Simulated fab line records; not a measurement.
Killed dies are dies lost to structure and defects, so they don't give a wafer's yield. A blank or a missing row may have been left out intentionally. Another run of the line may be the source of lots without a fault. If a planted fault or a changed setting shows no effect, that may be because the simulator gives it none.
Chamber matching -- flow nandHarc -- NHARC_A_CHANNEL_FILL_D2_ETCHBACK_19 on rieSi-04: 4 sister chambers
The step etches the open film in HBr/Cl2, target depth 5 nm, time 1.7 s. 8 wafers are shown with their chamber, then 8 later ones without.

## WAFERS PAIRED WITH THEIR CHAMBERS
wafer,chamber,drypumpMotorCurrentA (A),oesProductAu (a.u.)
L079.4,3,6.0,0.983
L079.5,3,6.1,0.986
L085.1,1,6.6,1.004
L085.3,0,5.9,1.008
L087.1,0,5.8,1.005
L087.4,2,5.3,1.011
L087.6,2,5.3,1.016
L089.1,1,6.6,1.010

## WAFERS WITHOUT THEIR CHAMBER
wafer,drypumpMotorCurrentA (A),oesProductAu (a.u.)
L089.4,5.8,0.997
L089.5,6.6,1.006
L091.1,6.1,0.990
L091.2,5.3,1.008
L091.3,5.9,0.995
L091.4,6.5,1.005
L091.5,6.5,1.002
L091.6,5.3,1.012

## THE CHAMBER EACH PASSED THROUGH
wafer,from the rows above,in truth
L089.4,0,0
L089.5,1,1
L091.1,3,3
L091.2,2,2
L091.3,can't be placed: 0 or 3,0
L091.4,1,1
L091.5,1,1
L091.6,2,2
Placed correctly: 7 of 8. Cannot be placed on the basis of these rows: 1; the candidates contain the true chamber in 1. Wrongly placed: 0.
How it was worked out, from the rows above alone: a wafer's distance from a chamber is the root of the sum, over the readings, of the square of ((its reading less the chamber's mean) divided by the reading's scatter). The wafer belongs to the nearest chamber; if the next one is less than 2 further off, it can't be placed. Each chamber's mean is taken over the wafers shown for it. The scatter: take each reading less its chamber's mean, square it, sum over the shown wafers, divide by the number of wafers less the number of chambers, and take the root.
